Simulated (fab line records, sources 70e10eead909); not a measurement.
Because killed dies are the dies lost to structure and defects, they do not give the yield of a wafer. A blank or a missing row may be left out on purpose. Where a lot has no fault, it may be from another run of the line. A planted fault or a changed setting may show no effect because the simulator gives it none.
Matching of chambers + flow nand harc + 4 sister chambers for NHARC_A_CHANNEL_HOLE_D1_DESCUM_15 on rie diel-07
The step chemistry O2, time 3 s. 14 wafers are shown with their chamber, then 7 later ones without.

EACH WAFER AND ITS CHAMBER
| wafer  | chamber | showerhead plenum p Torr (Torr) | oes product au (a.u.) | o2 flow sccm (sccm) |
|--------|---------|---------------------------------|-----------------------|---------------------|
| L434.1 | 0       | 1.92                            | 0.993                 | 198.7               |
| L434.2 | 3       | 1.83                            | 0.995                 | 200.9               |
| L434.4 | 3       | 1.83                            | 1.006                 | 200.6               |
| L440.2 | 0       | 1.92                            | 1.005                 | 200.1               |
| L440.3 | 1       | 1.81                            | 1.005                 | 198.6               |
| L440.4 | 3       | 1.83                            | 0.997                 | 199.5               |
| L439.1 | 2       | 1.93                            | 1.012                 | 200.4               |
| L439.5 | 1       | 1.81                            | 1.000                 | 199.4               |
| L439.6 | 2       | 1.93                            | 1.010                 | 199.8               |
| L443.1 | 0       | 1.91                            | 0.994                 | 200.3               |
| L443.4 | 2       | 1.93                            | 1.007                 | 200.2               |
| L443.6 | 0       | 1.91                            | 0.986                 | 200.0               |
| L442.2 | 0       | 1.91                            | 0.998                 | 200.4               |
| L442.3 | 2       | 1.93                            | 1.028                 | 201.1               |

SIGNATURES (means of the wafers above)
| reading                  | chamber 0 | chamber 1 | chamber 2 | chamber 3 | scatter within a chamber |
|--------------------------|-----------|-----------|-----------|-----------|--------------------------|
| showerhead plenum p Torr | 1.9140    | 1.8100    | 1.9300    | 1.8300    | 0.00346                  |
| oes product au           | 0.99520   | 1.00250   | 1.01425   | 0.99933   | 0.00735                  |
| o2 flow sccm             | 199.900   | 199.000   | 200.375   | 200.333   | 0.648                    |
Rule: for each reading, subtract the chamber's mean from the wafer's reading, divide by that reading's scatter and square the result; add these up over the readings and take the root, which gives the wafer's distance from the chamber. If the next closest chamber is less than 2 further off than the closest, the wafer can't be placed; otherwise it belongs to the closest. The scatter: the root of (the sum of the squares of (reading less its chamber's mean) over the shown wafers, divided by (wafers less chambers)).

WAFERS MISSING THEIR CHAMBER
| wafer  | showerhead plenum p Torr (Torr) | oes product au (a.u.) | o2 flow sccm (sccm) |
|--------|---------------------------------|-----------------------|---------------------|
| L442.5 | 1.80                            | 1.009                 | 199.3               |
| L445.1 | 1.93                            | 1.005                 | 200.6               |
| L445.5 | 1.83                            | 1.000                 | 200.6               |
| L445.6 | 1.93                            | 1.011                 | 200.3               |
| L449.1 | 1.93                            | 0.999                 | 201.2               |
| L449.2 | 1.83                            | 1.005                 | 200.4               |
| L449.6 | 1.80                            | 0.993                 | 199.7               |

CHAMBER TAKEN BY EACH
| wafer  | from the rows above | in truth |
|--------|---------------------|----------|
| L442.5 | 1                   | 1        |
| L445.1 | 2                   | 2        |
| L445.5 | 3                   | 3        |
| L445.6 | 2                   | 2        |
| L449.1 | 2                   | 2        |
| L449.2 | 3                   | 3        |
| L449.6 | 1                   | 1        |
Correctly placed: 7 of 7. Not placeable from these rows: 0. Wrongly placed: 0.
